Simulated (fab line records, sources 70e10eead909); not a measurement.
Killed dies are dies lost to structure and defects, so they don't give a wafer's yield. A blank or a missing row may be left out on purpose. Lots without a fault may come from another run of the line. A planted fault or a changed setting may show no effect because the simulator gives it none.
fab line records | flow nand_harc
record lots=24 wafers=72 last_day=29
route steps=1159 shown P_CONTACT@252 P_M0@275 P_M1@296 P_M2@339 P_BONDPAD@351
lots that met no fault: from a run of the same line without faults
start_h: hours from the record's first day to the start of the lot's first wafer shown | wait_h: hours since the lot's step before | " the same as in the row above | L1.1+2: a row that stands for several wafers | - no value, or no start given | * or withheld: withheld | < > ~ a bound
route shown NAME@n: a module of which the file shows steps, and the number in the route of the first | usual: mean/standard deviation of fault-free wafers | same: alike in all rows | chamber/n: place in a boat | sites: the reading at each site | _std_site: their standard deviation | _edge_site: outer sites' mean less inner sites' | radius_mm: how far each site lies from the wafer's centre | mask NAME#n: copy n | behind: the tool/chamber that last shaped the wafer | hold: why the lot was held/for how many hours/how that ended | device: the transistor (n, p or np) that didn't switch | end of line: the same wafers' tests at the end of the route | a step without rows: its recipe alone | killed: dies lost to structure and defects at the first sort, not the wafer's yield | map: a wafer's dies, x killed, . not, _ none there
set.NAME: the setting as run; set.NAME@STEP: as run at that earlier step | model.NAME: the simulator's own value behind a step, which no gauge read
steps of the route over a sample of lots; a table a step, a row a wafer
services: from which hour (start_h, from the record's first day; less than 0 if before it) a tool's chamber was out of use, for how many hours, and why
## steps
# step NHARC_P_CONTACT_INSPECT_27
# usual raw_defect_count=275/90
# columns lot.wafer tool chamber start_h wait_h raw_defect_count
L075.1 defect_inspect-01 - 173.95 0.1 191
L075.2 " - " " 528
L075.5 " - " " 173
L077.1 defect_inspect-01 - 174.50 0.1 261
L077.4 " - " " 394
L077.6 " - " " 300
L076.1 defect_inspect-01 - 175.01 0.1 195
L076.2 " - " " 244
L076.6 " - " " 266
L074.1 defect_inspect-01 - 178.20 0.1 197
L074.5 " - " " 192
L074.6 " - " " 162
L078.1 defect_inspect-01 - 178.89 0.1 314
L078.3 " - " " 187
L078.6 " - " " 420
L081.2 defect_inspect-01 - 187.88 0.1 256
L081.3 " - " " 250
L081.6 " - " " 169
L080.4 defect_inspect-02 - 189.17 0.1 260
L080.5 " - " " 303
L080.6 " - " " 324
L079.4 defect_inspect-01 - 189.29 0.1 102
L079.5 " - " " 255
L079.6 " - " " 222
L082.1 defect_inspect-02 - 194.11 0.1 185
L082.2 " - " " 194
L082.5 " - " " 205
L083.2 defect_inspect-02 - 195.82 0.1 165
L083.3 " - " " 150
L083.5 " - " " 211
L084.2 defect_inspect-02 - 198.29 0.1 321
L084.4 " - " " 243
L084.5 " - " " 420
L086.1 defect_inspect-01 - 199.59 0.1 350
L086.3 " - " " 478
L086.5 " - " " 454
L085.1 defect_inspect-02 - 200.12 0.1 215
L085.2 " - " " 193
L085.6 " - " " 169
L087.1 defect_inspect-02 - 201.07 0.1 203
L087.2 " - " " 160
L087.6 " - " " 154
L088.1 defect_inspect-01 - 209.36 0.1 274
L088.2 " - " " 252
L088.4 " - " " 266
L089.2 defect_inspect-01 - 212.65 0.1 268
L089.4 " - " " 222
L089.5 " - " " 466
L090.1 defect_inspect-02 - 213.16 0.1 379
L090.2 " - " " 270
L090.6 " - " " 357
L092.1 defect_inspect-02 - 216.52 0.1 385
L092.2 " - " " 267
L092.6 " - " " 258
L091.4 defect_inspect-02 - 217.10 0.1 354
L091.5 " - " " 398
L091.6 " - " " 396
L093.1 defect_inspect-02 - 225.92 0.1 338
L093.2 " - " " 270
L093.6 " - " " 204
L094.1 defect_inspect-02 - 231.02 0.1 313
L094.3 " - " " 408
L094.6 " - " " 413
L095.2 defect_inspect-02 - 231.41 0.1 288
L095.4 " - " " 306
L095.5 " - " " 341
L097.1 defect_inspect-01 - 246.20 0.1 273
L097.2 " - " " 221
L097.6 " - " " 256
L096.1 defect_inspect-02 - 246.75 0.1 191
L096.4 " - " " 199
L096.5 " - " " 231
# step NHARC_P_M0_PVD_21
# recipe target_thk_a=300 chamber_pressure_pa=5 power_w=5000 substrate_temp_c=30 time_s=20.49 material=Cu
# usual throttle_valve_pct=30.1/1
# same time_s=20.49
# columns lot.wafer tool chamber start_h wait_h throttle_valve_pct
L075.2 pvd_sputter-03 - - - 27.4
L075.1 " - " " 31.2
L075.5 " - " " 29.0
L077.4 pvd_sputter-01 - - - 30.9
L077.1 " - " " 30.5
L077.6 " - " " 30.6
L076.1 pvd_sputter-01 - - - 31.2
L076.2 " - " " 30.5
L076.6 " - " " 31.0
L074.1 pvd_sputter-02 - - - 29.5
L074.6 " - " " 29.9
L074.5 " - " " 30.1
L078.1 pvd_sputter-01 - - - 30.3
L078.3 " - " " 30.4
L078.6 " - " " 30.9
L081.2 pvd_sputter-03 - - - 31.2
L081.3 " - " " 29.3
L081.6 " - " " 27.4
L080.4 pvd_sputter-01 - - - 30.8
L080.5 " - " " 30.4
L080.6 " - " " 30.6
L079.4 pvd_sputter-02 - - - 30.2
L079.5 " - " " 29.7
L079.6 " - " " 29.6
L082.2 pvd_sputter-02 - - - 29.7
L082.1 " - " " 29.5
L082.5 " - " " 30.1
L083.3 pvd_sputter-02 - - - 29.7
L083.2 " - " " 30.1
L083.5 " - " " 29.3
L084.2 pvd_sputter-01 - - - 31.1
L084.4 " - " " 30.6
L084.5 " - " " 30.9
L086.3 pvd_sputter-03 - - - 29.0
L086.1 " - " " 29.6
L086.5 " - " " 31.6
L085.1 pvd_sputter-01 - - - 30.5
L085.2 " - " " 30.8
L085.6 " - " " 30.8
L087.2 pvd_sputter-03 - - - 27.3
L087.1 " - " " 29.0
L087.6 " - " " 27.5
L088.1 pvd_sputter-01 - - - 30.9
L088.4 " - " " 30.2
L088.2 " - " " 30.6
L089.4 pvd_sputter-01 - - - 30.4
L089.2 " - " " 30.8
L089.5 " - " " 30.8
L090.2 pvd_sputter-01 - - - 30.8
L090.1 " - " " 30.6
L090.6 " - " " 30.8
L092.2 pvd_sputter-03 - - - 31.0
L092.1 " - " " 29.3
L092.6 " - " " 31.2
L091.4 pvd_sputter-01 - - - 31.0
L091.6 " - " " 30.4
L091.5 " - " " 31.1
L093.1 pvd_sputter-03 - - - 31.0
L093.2 " - " " 28.8
L093.6 " - " " 30.9
L094.1 pvd_sputter-02 - - - 29.9
L094.3 " - " " 29.4
L094.6 " - " " 30.1
L095.4 pvd_sputter-01 - - - 30.6
L095.2 " - " " 30.7
L095.5 " - " " 30.9
L097.1 pvd_sputter-01 - - - 30.8
L097.2 " - " " 30.7
L097.6 " - " " 30.9
L096.1 pvd_sputter-02 - - - 29.2
L096.4 " - " " 30.2
L096.5 " - " " 29.2
# step NHARC_P_M1_OVL_MEAS_10
# recipe pitch_nm=260
# usual overlay_x_nm=0.2/1.3 overlay_y_nm=0.3/0.91
# columns lot.wafer tool chamber start_h wait_h overlay_x_nm overlay_y_nm
L075.1 overlay-01 - 179.22 - 2.2 -0.3
L075.2 " - " " 2.7 -0.1
L075.5 " - " " 2.5 -1.0
L077.1 overlay-02 - 179.79 - 0.5 0.1
L077.4 " - " " 0.9 0.3
L077.6 " - " " 0.0 -0.2
L076.1 overlay-02 - 180.73 - 1.2 0.5
L076.2 " - " " 2.0 0.6
L076.6 " - " " 1.8 -0.2
L074.1 overlay-02 - 183.34 - 0.5 1.3
L074.5 " - " " 1.0 1.3
L074.6 " - " " 1.1 1.7
L078.1 overlay-02 - 184.08 - 0.6 1.7
L078.3 " - " " 0.7 0.7
L078.6 " - " " 0.4 1.6
L081.2 overlay-02 - 192.91 - -0.9 0.3
L081.3 " - " " -1.0 0.2
L081.6 " - " " -0.9 0.7
L080.4 overlay-02 - 194.91 - 1.9 -0.9
L080.5 " - " " 1.6 -1.5
L080.6 " - " " 1.5 -1.7
L079.4 overlay-02 - 195.26 - 0.8 0.6
L079.5 " - " " 1.2 0.3
L079.6 " - " " 0.9 0.9
L082.1 overlay-01 - 199.51 - 0.1 0.7
L082.2 " - " " 0.1 1.4
L082.5 " - " " -0.1 0.8
L083.2 overlay-02 - 200.87 - 1.0 1.7
L083.3 " - " " 1.5 2.4
L083.5 " - " " 0.9 2.2
L084.2 overlay-02 - 203.54 - -3.2 -0.4
L084.4 " - " " -3.2 -0.6
L084.5 " - " " -2.7 -0.2
L086.1 overlay-01 - 205.64 - -2.1 0.8
L086.3 " - " " -1.9 0.4
L086.5 " - " " -2.0 0.6
L085.1 overlay-02 - 206.90 - 1.3 0.2
L085.2 " - " " 0.8 0.1
L085.6 " - " " 1.1 0.4
L087.1 overlay-02 - 207.18 - 0.3 -0.7
L087.2 " - " " 0.1 -1.4
L087.6 " - " " 0.1 -1.3
L088.1 overlay-02 - 214.32 - 0.1 -0.1
L088.2 " - " " 0.6 0.6
L088.4 " - " " -0.3 0.1
L089.2 overlay-02 - 218.04 - -0.8 -0.4
L089.4 " - " " -0.3 -0.1
L089.5 " - " " -0.2 -0.9
L090.1 overlay-02 - 218.34 - -0.7 1.9
L090.2 " - " " -1.4 1.7
L090.6 " - " " -1.3 1.7
L092.1 overlay-01 - 221.47 - 1.3 0.3
L092.2 " - " " 1.7 -0.4
L092.6 " - " " 0.8 0.1
L091.4 overlay-01 - 222.17 - 0.7 0.2
L091.5 " - " " 0.4 -0.3
L091.6 " - " " 0.2 -1.1
L093.1 overlay-02 - 230.99 - -0.5 0.8
L093.2 " - " " -0.7 1.3
L093.6 " - " " -0.9 1.0
L094.1 overlay-02 - 236.08 - -1.1 -1.7
L094.3 " - " " -1.1 -1.5
L094.6 " - " " -0.8 -1.6
L095.2 overlay-01 - 236.72 - 1.9 -0.2
L095.4 " - " " 1.7 0.1
L095.5 " - " " 2.1 -0.4
L097.1 overlay-01 - 251.16 - -0.1 0.1
L097.2 " - " " 0.5 0.5
L097.6 " - " " -0.3 0.9
L096.1 overlay-01 - 251.80 - 0.0 -0.5
L096.4 " - " " -0.5 0.1
L096.5 " - " " -1.1 0.1
# step NHARC_P_M1_STRIP_18
# recipe power_w=1000 n2_flow_sccm=150 h2_flow_sccm=150 ar_flow_sccm=0 bias_w=0 chemistry=N2/H2
# usual drypump_motor_current_A=5.7/0.58 oes_product_au=0.996/0.01 rf_fwd_power_W=996.8/2.9 rf_vpp_V=90.5/0.99 showerhead_plenum_p_Torr=2.02/0.11 throttle_valve_pct=14.173/0.0093
# columns lot.wafer tool chamber start_h wait_h drypump_motor_current_A oes_product_au rf_fwd_power_W rf_hours_counter_h rf_vpp_V showerhead_plenum_p_Torr throttle_valve_pct
L075.1 rie_diel-13 1 179.74 0.1 5.1 0.990 1001.0 1.7 91.6 1.93 14.174
L075.2 " 0 " " 6.3 1.017 998.4 1.6 89.3 1.91 14.170
L075.5 " 2 " " 5.7 1.001 999.9 - 93.0 2.19 14.159
L077.1 rie_diel-13 3 180.37 0.1 6.5 1.001 998.7 1.3 88.7 1.91 14.182
L077.4 " 0 " " 6.3 1.005 999.5 1.8 91.1 1.91 14.176
L077.6 " 1 " " 5.1 0.989 992.4 - 91.0 1.93 14.165
L076.2 rie_diel-13 3 181.71 0.1 6.5 0.994 996.5 1.4 89.4 1.91 14.174
L076.1 " 1 " " 5.1 0.983 995.5 2.0 89.1 1.93 14.152
L076.6 " 3 " " 6.5 1.000 997.6 - 89.4 1.91 14.170
L074.1 rie_diel-13 3 183.90 0.1 6.4 0.994 999.3 1.5 89.4 1.91 14.157
L074.5 " 0 " " 6.3 1.009 999.1 - 89.4 1.91 14.180
L074.6 " 1 " " 5.1 0.995 993.5 - 91.1 1.93 14.178
L078.1 rie_diel-02 1 184.59 0.1 6.2 1.002 998.5 0.8 90.6 2.11 14.177
L078.3 " 2 " " 4.8 0.996 994.5 0.8 89.5 1.97 14.166
L078.6 " 0 " " 5.7 0.993 995.9 - 91.4 2.18 14.157
L081.2 rie_diel-02 1 193.38 0.1 6.2 0.999 997.7 0.9 91.3 2.11 14.173
L081.3 " 3 " " 5.1 1.005 995.4 1.1 89.3 1.94 14.170
L081.6 " 1 " " 6.2 0.996 996.0 - 91.1 2.11 14.161
L080.4 rie_diel-02 2 195.42 0.1 4.7 0.993 993.7 1.1 90.3 1.97 14.166
L080.5 " 1 " " 6.2 0.993 999.6 - 90.9 2.11 14.163
L080.6 " 2 " " 4.8 0.987 994.3 - 89.8 1.97 14.179
L079.4 rie_diel-10 2 195.79 0.1 5.7 0.976 994.8 0.1 91.0 2.17 14.188
L079.5 " 0 " " 5.9 1.010 993.7 - 90.2 2.06 14.180
L079.6 " 1 " " 5.3 0.998 993.8 - 89.9 2.12 14.174
L082.2 rie_diel-13 3 200.04 0.1 6.4 0.997 995.0 1.9 88.6 1.91 14.162
L082.1 " 0 " " 6.3 1.004 995.9 2.5 90.3 1.91 14.170
L082.5 " 2 " " 5.7 0.981 994.3 - 91.5 2.19 14.173
L083.2 rie_diel-02 1 201.38 0.1 6.2 0.988 995.1 1.2 91.3 2.11 14.158
L083.3 " 2 " " 4.7 0.992 997.2 1.3 89.6 1.97 14.179
L083.5 " 1 " " 6.3 1.002 995.7 - 91.2 2.11 14.177
L084.4 rie_diel-02 0 204.01 0.1 5.7 0.997 1000.3 1.2 90.9 2.18 14.175
L084.2 " 2 " " 4.8 0.999 994.8 1.4 90.7 1.97 14.164
L084.5 " 0 " " 5.7 0.992 997.7 - 91.2 2.18 14.179
L086.1 rie_diel-13 1 206.14 0.1 5.1 0.991 996.8 2.8 89.0 1.93 14.163
L086.3 " 2 " " 5.7 0.991 1001.4 2.8 91.3 2.19 14.166
L086.5 " 0 " " 6.3 1.001 997.5 - 90.0 1.91 14.154
L085.2 rie_diel-13 1 207.41 0.1 5.0 0.986 1001.0 2.9 90.8 1.92 14.187
L085.1 " 2 " " 5.8 0.982 996.2 2.9 92.2 2.19 14.179
L085.6 " 1 " " 5.0 0.974 1000.5 - 89.4 1.93 14.178
L087.2 rie_diel-02 2 207.69 0.1 4.8 0.987 990.0 1.6 91.1 1.97 14.178
L087.1 " 0 " " 5.7 0.985 998.7 1.4 91.8 2.18 14.162
L087.6 " 1 " " 6.2 0.982 1002.3 - 92.1 2.11 14.169
L088.4 rie_diel-02 3 214.83 0.1 5.1 1.021 991.9 1.7 90.1 1.94 14.174
L088.2 " 0 " " 5.7 0.999 990.8 1.5 92.1 2.18 14.174
L088.1 " 1 " " 6.2 0.998 998.3 1.7 90.7 2.11 14.185
L089.4 rie_diel-02 3 218.52 0.1 5.0 1.009 997.8 1.9 90.5 1.94 14.174
L089.2 " 2 " " 4.8 0.993 997.1 2.0 90.8 1.97 14.185
L089.5 " 0 " " 5.7 1.006 992.2 - 91.9 2.18 14.165
L090.2 rie_diel-13 1 218.86 0.1 5.1 0.984 994.7 4.3 89.2 1.93 14.193
L090.1 " 3 " " 6.4 0.994 997.9 3.6 89.7 1.91 14.171
L090.6 " 0 " " 6.3 1.001 1001.8 - 89.9 1.91 14.168
L092.2 rie_diel-13 2 221.98 0.1 5.7 0.996 999.1 4.6 90.0 2.19 14.164
L092.1 " 1 " " 5.1 0.991 994.1 4.5 90.6 1.92 14.188
L092.6 " 2 " " 5.7 0.989 994.3 - 90.8 2.19 14.176
L091.4 rie_diel-10 2 222.72 0.1 5.6 0.979 994.9 3.0 91.9 2.17 14.181
L091.6 " 3 " " 4.8 0.993 1001.3 - 90.2 1.90 14.165
L091.5 " 0 " " 5.9 1.014 998.1 - 90.4 2.06 14.169
L093.1 rie_diel-13 1 231.49 0.1 5.1 0.997 993.9 5.4 90.3 1.92 14.177
L093.2 " 3 " " 6.5 0.999 994.9 4.8 91.9 1.90 14.166
L093.6 " 0 " " 6.3 1.013 1001.4 - 89.8 1.91 14.159
L094.3 rie_diel-13 3 236.58 0.1 6.4 0.995 1000.8 5.0 91.1 1.90 14.181
L094.1 " 0 " " 6.3 1.001 1000.4 5.4 90.4 1.91 14.173
L094.6 " 2 " " 5.8 0.992 996.1 - 90.8 2.19 14.171
L095.2 rie_diel-02 3 237.25 0.1 5.0 1.004 993.7 2.6 91.4 1.94 14.180
L095.4 " 0 " " 5.7 0.998 1000.2 2.4 92.1 2.18 14.149
L095.5 " 1 " " 6.2 0.985 998.3 - 90.2 2.11 14.178
L097.2 rie_diel-13 2 251.65 0.1 5.7 0.994 994.3 7.5 91.8 2.19 14.162
L097.1 " 0 " " 6.3 1.002 1002.3 7.4 90.7 1.91 14.185
L097.6 " 2 " " 5.7 0.990 996.5 - 91.8 2.19 14.170
L096.1 rie_diel-10 2 252.30 0.1 5.7 0.972 998.7 6.0 93.1 2.17 14.185
L096.4 " 0 " " 5.9 1.019 993.4 6.5 88.5 2.06 14.178
L096.5 " 1 " " 5.3 0.998 999.0 - 90.5 2.12 14.177
# step NHARC_P_M2_PRE_CLEAN_30
# recipe time_s=30 temp_c=280 gas=H2/He
# usual heater_power_w=419/48
# same time_s=30
# columns lot.wafer tool chamber start_h wait_h heater_power_w
L075.1 pvd_sputter-02 - - - 413
L075.2 " - " " 421
L075.5 " - " " 393
L077.1 pvd_sputter-03 - - - 373
L077.4 " - " " 381
L077.6 " - " " 373
L076.2 pvd_sputter-03 - - - 362
L076.1 " - " " 396
L076.6 " - " " 369
L074.1 pvd_sputter-01 - - - 375
L074.5 " - " " 403
L074.6 " - " " 457
L078.3 pvd_sputter-02 - - - 424
L078.1 " - " " 501
L078.6 " - " " 412
L081.2 pvd_sputter-01 - - - 509
L081.3 " - " " 378
L081.6 " - " " 504
L080.4 pvd_sputter-03 - - - 363
L080.6 " - " " 375
L080.5 " - " " 382
L079.4 pvd_sputter-02 - - - 401
L079.6 " - " " 511
L079.5 " - " " 404
L082.1 pvd_sputter-01 - - - 391
L082.2 " - " " 400
L082.5 " - " " 394
L083.2 pvd_sputter-02 - - - 414
L083.3 " - " " 414
L083.5 " - " " 411
L084.4 pvd_sputter-01 - - - 460
L084.2 " - " " 495
L084.5 " - " " 402
L086.3 pvd_sputter-02 - - - 418
L086.1 " - " " 530
L086.5 " - " " 404
L085.1 pvd_sputter-01 - - - 394
L085.2 " - " " 464
L085.6 " - " " 387
L087.1 pvd_sputter-01 - - - 374
L087.2 " - " " 508
L087.6 " - " " 460
L088.1 pvd_sputter-03 - - - 399
L088.2 " - " " 363
L088.4 " - " " 393
L089.2 pvd_sputter-03 - - - 388
L089.4 " - " " 367
L089.5 " - " " 365
L090.2 pvd_sputter-01 - - - 387
L090.1 " - " " 513
L090.6 " - " " 442
L092.1 pvd_sputter-02 - - - 386
L092.2 " - " " 409
L092.6 " - " " 389
L091.4 pvd_sputter-01 - - - 488
L091.6 " - " " 404
L091.5 " - " " 441
L093.2 pvd_sputter-03 - - - 389
L093.1 " - " " 378
L093.6 " - " " 377
L094.3 pvd_sputter-03 - - - 383
L094.1 " - " " 386
L094.6 " - " " 392
L095.4 pvd_sputter-01 - - - 404
L095.2 " - " " 496
L095.5 " - " " 446
L097.1 pvd_sputter-02 - - - 514
L097.2 " - " " 413
L097.6 " - " " 526
L096.1 pvd_sputter-01 - - - 390
L096.4 " - " " 508
L096.5 " - " " 394
# step NHARC_P_BONDPAD_DEP_00
# recipe target_thk_a=2500 temp_c=370 target_thk_nm=250 pressure_torr=3 flow_sccm=200 rf_w=450 material=SiCN
# usual heater_power_w=567/68 rf_fwd_power_W=449.1/1.7
# columns lot.wafer tool chamber start_h wait_h heater_power_w rf_fwd_power_W
L075.2 pecvd-04 2 187.80 - 606 451.2
L075.1 " 0 " " 498 449.0
L075.5 " 1 " " 480 452.3
L077.1 pecvd-01 2 - - 658 443.9
L077.6 " 2 " " 666 445.5
L077.4 " 1 " " 524 449.3
L076.2 pecvd-04 1 189.09 - 525 447.4
L076.1 " 2 " " 626 450.3
L076.6 " 0 " " 483 451.0
L074.1 pecvd-04 0 190.60 - 431 449.3
L074.6 " 0 " " 456 447.6
L074.5 " 2 " " 588 447.5
L078.3 pecvd-04 2 191.62 - 605 447.1
L078.1 " 0 " " 529 452.0
L078.6 " 0 " " 527 449.2
L081.2 pecvd-02 0 - - 542 447.6
L081.3 " 1 " " 627 450.0
L081.6 " 0 " " 551 449.2
L080.6 pecvd-01 0 - - 605 447.8
L080.4 " 1 " " 552 450.8
L080.5 " 2 " " 615 448.5
L079.6 pecvd-02 0 - - 502 449.4
L079.4 " 1 " " 623 446.6
L079.5 " 2 " " 610 448.4
L082.1 pecvd-01 0 207.35 - 565 448.6
L082.2 " 1 " " 494 447.9
L082.5 " 1 " " 501 446.9
L083.3 pecvd-02 0 209.20 - 528 449.3
L083.2 " 2 " " 641 448.3
L083.5 " 1 " " 599 448.3
L084.2 pecvd-04 1 211.23 - 438 448.8
L084.4 " 1 " " 452 448.1
L084.5 " 0 " " 534 446.6
L086.3 pecvd-02 1 212.95 - 603 449.2
L086.1 " 2 " " 671 450.6
L086.5 " 2 " " 686 449.9
L085.2 pecvd-02 0 214.20 - 566 445.7
L085.1 " 1 " " 619 449.6
L085.6 " 0 " " 572 447.3
L087.1 pecvd-04 1 - - 540 449.2
L087.2 " 2 " " 524 448.6
L087.6 " 2 " " 540 449.4
L088.1 pecvd-02 2 222.26 - 646 447.2
L088.2 " 1 " " 571 448.7
L088.4 " 2 " " 657 449.3
L089.2 pecvd-02 1 - - 629 450.7
L089.5 " 1 " " 621 450.6
L089.4 " 2 " " 683 451.2
L090.2 pecvd-02 0 226.10 - 620 449.6
L090.1 " 1 " " 633 448.4
L090.6 " 2 " " 615 450.8
L092.1 pecvd-04 2 228.94 - 515 447.7
L092.2 " 1 " " 511 448.8
L092.6 " 2 " " 519 448.8
L091.6 pecvd-01 0 - - 557 449.9
L091.5 " 1 " " 465 450.9
L091.4 " 2 " " 754 448.3
L093.1 pecvd-02 2 - - 574 451.2
L093.2 " 1 " " 535 449.8
L093.6 " 0 " " 568 450.0
L094.1 pecvd-02 2 - - 598 449.5
L094.3 " 1 " " 531 449.8
L094.6 " 0 " " 564 451.2
L095.2 pecvd-04 2 244.43 - 531 447.2
L095.5 " 0 " " 530 448.1
L095.4 " 1 " " 447 447.8
L097.1 pecvd-02 0 - - 560 450.3
L097.2 " 1 " " 575 451.1
L097.6 " 2 " " 594 447.8
L096.1 pecvd-01 1 - - 520 450.6
L096.5 " 1 " " 527 453.9
L096.4 " 2 " " 684 448.8
## services
# columns tool chamber start_h hours kind
pecvd-02 - 153.05 13.0 pm
rie_diel-13 0 157.00 - clean
rie_diel-13 1 157.00 - clean
rie_diel-13 2 157.00 - clean
rie_diel-13 3 157.00 - clean
pvd_sputter-01 - 158.00 10.0 pm
rie_diel-10 - 176.50 9.0 pm
rie_diel-02 1 177.43 1.4 repair
rie_diel-02 0 177.51 4.2 repair
pvd_sputter-03 - 179.13 6.0 repair
rie_diel-13 0 181.50 - clean
rie_diel-13 1 181.50 - clean
rie_diel-13 2 181.50 - clean
rie_diel-13 3 181.50 - clean
pecvd-02 - 184.09 1.5 repair
pvd_sputter-01 - 193.37 2.8 repair
pecvd-04 - 195.00 13.0 pm
rie_diel-13 0 206.00 - clean
rie_diel-10 1 208.77 2.3 repair
pvd_sputter-02 - 214.07 10.0 pm
rie_diel-13 2 223.26 7.6 repair
pecvd-01 - 237.16 13.0 pm
pvd_sputter-03 - 249.65 10.3 repair
rie_diel-02 - 249.98 0.2 repair
## key
fault none
